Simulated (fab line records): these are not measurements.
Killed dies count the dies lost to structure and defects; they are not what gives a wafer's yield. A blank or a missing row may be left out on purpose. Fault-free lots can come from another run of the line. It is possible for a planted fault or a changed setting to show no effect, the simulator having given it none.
Matching of chambers :: flow nand_harc :: ald_hk-01 running NHARC_A_CHANNEL_FILL_D1_ALD_16: 4 sister chambers
The step deposits SiO2, target thk 1.5 nm, pulse time 10 s, ald cycles 15. 4 wafers are shown with their chamber, then 10 later ones without.

EACH WAFER AND ITS CHAMBER
wafer: L083.5
chamber: 3
heater_power_w (W): 446

wafer: L088.6
chamber: 0
heater_power_w (W): 497

wafer: L089.3
chamber: 2
heater_power_w (W): 384

wafer: L089.5
chamber: 1
heater_power_w (W): 522

WAFERS WHOSE CHAMBER IS MISSING
wafer: L089.6
heater_power_w (W): 503

wafer: L090.1
heater_power_w (W): 446

wafer: L090.2
heater_power_w (W): 519

wafer: L090.3
heater_power_w (W): 490

wafer: L092.3
heater_power_w (W): 447

wafer: L092.4
heater_power_w (W): 510

wafer: L092.5
heater_power_w (W): 485

wafer: L094.1
heater_power_w (W): 515

wafer: L094.3
heater_power_w (W): 445

wafer: L094.4
heater_power_w (W): 387

EACH ONE'S CHAMBER
wafer: L089.6
from the rows above: can't be placed: 0 or 1
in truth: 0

wafer: L090.1
from the rows above: 3
in truth: 3

wafer: L090.2
from the rows above: 1
in truth: 1

wafer: L090.3
from the rows above: 0
in truth: 0

wafer: L092.3
from the rows above: 3
in truth: 3

wafer: L092.4
from the rows above: can't be placed: 1 or 0
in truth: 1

wafer: L092.5
from the rows above: 0
in truth: 0

wafer: L094.1
from the rows above: can't be placed: 1 or 0
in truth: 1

wafer: L094.3
from the rows above: 3
in truth: 3

wafer: L094.4
from the rows above: 2
in truth: 2
7 of 10 placed correctly. Cannot be placed on the basis of these rows: 3; the candidates contain the true chamber in 3. Number placed wrongly: 0.
How it was worked out, from the rows above alone: a wafer's distance from a chamber is the root of the sum, over the readings, of the square of ((its reading less the chamber's mean) divided by the reading's scatter). The wafer belongs to the nearest chamber; if the next one is less than 2 further off, it can't be placed. The mean given for a chamber averages the wafers shown for that chamber. The scatter: root of mean squared gap, hidden wafer to nearest shown wafer, with one shown wafer a chamber.
